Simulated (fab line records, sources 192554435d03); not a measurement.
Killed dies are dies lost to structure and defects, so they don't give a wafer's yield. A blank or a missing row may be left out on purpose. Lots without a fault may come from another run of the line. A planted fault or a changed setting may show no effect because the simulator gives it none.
Chamber matching | flow n5_finfet | N5_BEOL_M4_ILD_DEP_00 on pecvd-03: 3 sister chambers
The step deposits SiOC from DEMS/O2, target thk 79 nm, time 15.3 s. 3 wafers are shown with their chamber, then 9 later ones without.

WAFERS WITH THEIR CHAMBER
wafer  | chamber | throttle_valve_pct (%)
L087.4 | 0       | 11.5
L087.5 | 2       | 11.7
L087.6 | 1       | 12.7

WAFERS WITHOUT THEIR CHAMBER
wafer  | throttle_valve_pct (%)
L091.1 | 11.6
L091.2 | 12.6
L091.5 | 11.6
L090.1 | 12.9
L090.3 | 11.5
L090.4 | 11.7
L095.2 | 11.4
L095.3 | 12.7
L095.4 | 12.6

WHICH CHAMBER EACH WENT THROUGH
wafer  | from the rows above     | in truth
L091.1 | can't be placed: 0 or 2 | 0
L091.2 | 1                       | 1
L091.5 | can't be placed: 0 or 2 | 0
L090.1 | 1                       | 1
L090.3 | can't be placed: 0 or 2 | 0
L090.4 | can't be placed: 2 or 0 | 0
L095.2 | can't be placed: 0 or 2 | 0
L095.3 | 1                       | 1
L095.4 | 1                       | 1
Placed correctly: 4 of 9. Can't be placed from these rows: 5 (the true chamber is among the candidates in 5). Placed wrongly: 0.
How it was worked out, from the rows above alone: a wafer's distance from a chamber is the root of the sum, over the readings, of the square of ((its reading less the chamber's mean) divided by the reading's scatter). The wafer belongs to the nearest chamber; if the next one is less than 2 further off, it can't be placed. A chamber's mean is the mean of its shown wafers. The scatter: with one shown wafer a chamber, the root of the mean of the squares of how far each hidden wafer lies from its nearest shown one.
